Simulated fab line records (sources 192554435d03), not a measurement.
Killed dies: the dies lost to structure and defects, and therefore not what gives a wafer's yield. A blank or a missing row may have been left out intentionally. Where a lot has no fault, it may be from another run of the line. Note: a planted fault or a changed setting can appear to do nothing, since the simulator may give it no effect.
Lot-split experiment || flow n5-finfet || on a route of 1938 steps: 7 lots, 21 wafers read

## THE SPLIT ITSELF
At N5_BEOL_M1_DESCUM_33 (chemistry O2, time 7 s), the setting time-s was moved away from the recipe's 7 s on 7 of the 21 wafers read, by -22.4% to +22.0%. All remaining wafers had this setting at the recipe value.

## FROM THE SPLIT TO THE READING: what the file shows between them, 3 steps
- N5_BEOL_M1_ETCH_77: etches underlayer in N2/H2, target depth 6.5 nm, time 5.2 s
- N5_BEOL_M1_ETCH_69: etches SiARC in CF4, target depth 15.6 nm, time 26 s
- N5_BEOL_M1_ALD_98: deposits SiO2, target thk 2.5 nm, pulse time 1 s, co reactant pulse time 1 s

## THE READING
CAR-EUV_of_BEOL_M1_COAT_22.thk-nm (the simulator's own value, which no gauge read), in nm, at N5_BEOL_M1_ETCHBACK_99 (etches SiO2 in CHF3, target depth 5 nm, time 10.4 s). There is no usual value for it anywhere in the file. Average 10.5 nm, standard deviation 0.12 nm, over the 14 wafers here run with the recipe.

{"wafer": "L078.1", "tool, chamber at the split": "rie-diel-04, 0,3", "time-s as run, s": 6.079, "against the recipe": "-13.2%", "CAR-EUV_of_BEOL_M1_COAT_22.thk-nm, nm": 11, "against lot-mates on the recipe": "+0.6"}
{"wafer": "L078.5", "tool, chamber at the split": "rie-diel-04, 0,3", "time-s as run, s": 6.079, "against the recipe": "-13.2%", "CAR-EUV_of_BEOL_M1_COAT_22.thk-nm, nm": 11, "against lot-mates on the recipe": "+0.6"}
{"wafer": "L078.2", "tool, chamber at the split": "rie-diel-04, 3", "time-s as run, s": 7, "against the recipe": "recipe", "CAR-EUV_of_BEOL_M1_COAT_22.thk-nm, nm": 10.4, "against lot-mates on the recipe": "-"}
{"wafer": "L083.1", "tool, chamber at the split": "rie-diel-03, 0,1", "time-s as run, s": 7, "against the recipe": "recipe", "CAR-EUV_of_BEOL_M1_COAT_22.thk-nm, nm": 10.6, "against lot-mates on the recipe": "-"}
{"wafer": "L083.6", "tool, chamber at the split": "rie-diel-03, 0,1", "time-s as run, s": 7, "against the recipe": "recipe", "CAR-EUV_of_BEOL_M1_COAT_22.thk-nm, nm": 10.6, "against lot-mates on the recipe": "-"}
{"wafer": "L083.4", "tool, chamber at the split": "rie-diel-03, 3", "time-s as run, s": 7, "against the recipe": "recipe", "CAR-EUV_of_BEOL_M1_COAT_22.thk-nm, nm": 10.4, "against lot-mates on the recipe": "-"}
{"wafer": "L084.1", "tool, chamber at the split": "rie-diel-03, 1", "time-s as run, s": 7, "against the recipe": "recipe", "CAR-EUV_of_BEOL_M1_COAT_22.thk-nm, nm": 10.4, "against lot-mates on the recipe": "-"}
{"wafer": "L084.3", "tool, chamber at the split": "rie-diel-03, 2", "time-s as run, s": 7, "against the recipe": "recipe", "CAR-EUV_of_BEOL_M1_COAT_22.thk-nm, nm": 10.4, "against lot-mates on the recipe": "-"}
{"wafer": "L084.6", "tool, chamber at the split": "rie-diel-03, 3", "time-s as run, s": 6.04, "against the recipe": "-13.7%", "CAR-EUV_of_BEOL_M1_COAT_22.thk-nm, nm": 10.8, "against lot-mates on the recipe": "+0.4"}
{"wafer": "L085.4", "tool, chamber at the split": "rie-diel-01, 3,1", "time-s as run, s": 7, "against the recipe": "recipe", "CAR-EUV_of_BEOL_M1_COAT_22.thk-nm, nm": 10.4, "against lot-mates on the recipe": "-"}
{"wafer": "L085.5", "tool, chamber at the split": "rie-diel-01, 2", "time-s as run, s": 5.597, "against the recipe": "-20.0%", "CAR-EUV_of_BEOL_M1_COAT_22.thk-nm, nm": 11, "against lot-mates on the recipe": "+0.5"}
{"wafer": "L085.6", "tool, chamber at the split": "rie-diel-01, 3,1", "time-s as run, s": 7, "against the recipe": "recipe", "CAR-EUV_of_BEOL_M1_COAT_22.thk-nm, nm": 10.6, "against lot-mates on the recipe": "-"}
{"wafer": "L093.1", "tool, chamber at the split": "rie-diel-03, 1,3", "time-s as run, s": 5.433, "against the recipe": "-22.4%", "CAR-EUV_of_BEOL_M1_COAT_22.thk-nm, nm": 11.4, "against lot-mates on the recipe": "+0.8"}
{"wafer": "L093.4", "tool, chamber at the split": "rie-diel-03, 1,3", "time-s as run, s": 5.433, "against the recipe": "-22.4%", "CAR-EUV_of_BEOL_M1_COAT_22.thk-nm, nm": 11.2, "against lot-mates on the recipe": "+0.6"}
{"wafer": "L093.5", "tool, chamber at the split": "rie-diel-03, 1", "time-s as run, s": 7, "against the recipe": "recipe", "CAR-EUV_of_BEOL_M1_COAT_22.thk-nm, nm": 10.6, "against lot-mates on the recipe": "-"}
{"wafer": "L094.1", "tool, chamber at the split": "rie-diel-04, 2", "time-s as run, s": 8.542, "against the recipe": "+22.0%", "CAR-EUV_of_BEOL_M1_COAT_22.thk-nm, nm": 9.6, "against lot-mates on the recipe": -0.7}
{"wafer": "L094.2", "tool, chamber at the split": "rie-diel-04, 1,3", "time-s as run, s": 7, "against the recipe": "recipe", "CAR-EUV_of_BEOL_M1_COAT_22.thk-nm, nm": 10.4, "against lot-mates on the recipe": "-"}
{"wafer": "L094.3", "tool, chamber at the split": "rie-diel-04, 1,3", "time-s as run, s": 7, "against the recipe": "recipe", "CAR-EUV_of_BEOL_M1_COAT_22.thk-nm, nm": 10.2, "against lot-mates on the recipe": "-"}
{"wafer": "L097.2", "tool, chamber at the split": "rie-diel-04, 3,2,0", "time-s as run, s": 7, "against the recipe": "recipe", "CAR-EUV_of_BEOL_M1_COAT_22.thk-nm, nm": 10.6, "against lot-mates on the recipe": "-"}
{"wafer": "L097.3", "tool, chamber at the split": "rie-diel-04, 3,2,0", "time-s as run, s": 7, "against the recipe": "recipe", "CAR-EUV_of_BEOL_M1_COAT_22.thk-nm, nm": 10.6, "against lot-mates on the recipe": "-"}
{"wafer": "L097.4", "tool, chamber at the split": "rie-diel-04, 3,2,0", "time-s as run, s": 7, "against the recipe": "recipe", "CAR-EUV_of_BEOL_M1_COAT_22.thk-nm, nm": 10.6, "against lot-mates on the recipe": "-"}
Rows listing several chambers each stand for several wafers; the file does not say which wafer went through which chamber.

THE FIT
A straight line over all 21 wafers: CAR-EUV_of_BEOL_M1_COAT_22.thk-nm changes by -0.0352 nm for each +1% of time-s; r = -0.94; the points scatter about the line by 0.13 nm.
The same after taking each lot's own level away (the mean of its wafers on the recipe; 21 wafers): -0.032 nm for each +1%; r = -0.96; scatter 0.095 nm.
That fit puts the effect of the largest move of time-s on the reading at 0.72 nm.
Measured against the standard deviation above, the lots' own levels, which go from 10.30 to 10.60 nm, span 2.4 times it.
In other words, the slope is changed by the lot-to-lot level; the two fits disagree.
Check: with one of the wafers moved furthest among these (-22.4%) left out of the fit, the line predicts +0.702 nm for it against its lot-mates. Against them it came out at +0.8 nm.

## ADDITIONAL SPLITS CARRIED BY THESE WAFERS
These wafers also went through other splits before the reading. Each is held against what the fit with the lots' levels taken away leaves over:
{"other split on the same wafers": "N5_BEOL_M0_SAQP_PECVD_04 time-s", "wafers away from the commonest value": 5, "r with CAR-EUV_of_BEOL_M1_COAT_22.thk-nm (lot level and that fit taken away)": "+0.20"}
{"other split on the same wafers": "N5_BEOL_M0_ETCH_109 bias-w", "wafers away from the commonest value": 7, "r with CAR-EUV_of_BEOL_M1_COAT_22.thk-nm (lot level and that fit taken away)": "+0.44"}
{"other split on the same wafers": "N5_BEOL_M1_EXPOSE_25 dose-mj", "wafers away from the commonest value": 5, "r with CAR-EUV_of_BEOL_M1_COAT_22.thk-nm (lot level and that fit taken away)": "+0.04"}

## THE WHOLE CHAIN: every reading that the file lists as answering this split, in the file's order
{"step": "N5_BEOL_M1_DESCUM_33", "what it does": "chemistry O2, time 7 s", "reading": "CAR-EUV_of_BEOL_M1_COAT_22.thk-nm (the simulator's own value, which no gauge read)", "change (the file's fit)": "-0.0315 nm for each +1% of the setting", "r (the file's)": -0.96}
{"step": "N5_BEOL_M1_ETCH_77", "what it does": "etches underlayer in N2/H2, target depth 6.5 nm, time 5.2 s", "reading": "CAR-EUV_of_BEOL_M1_COAT_22.thk-nm (the simulator's own value, which no gauge read)", "change (the file's fit)": "-0.0332 nm for each +1% of the setting", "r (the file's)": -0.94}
{"step": "N5_BEOL_M1_ETCHBACK_99", "what it does": "etches SiO2 in CHF3, target depth 5 nm, time 10.4 s", "reading": "CAR-EUV_of_BEOL_M1_COAT_22.thk-nm (the simulator's own value, which no gauge read)", "change (the file's fit)": "-0.0312 nm for each +1% of the setting", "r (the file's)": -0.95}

## THE FILE'S OWN FIT
CAR-EUV_of_BEOL_M1_COAT_22.thk-nm changes by -0.0312 nm for each +1% of time-s, r = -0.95.
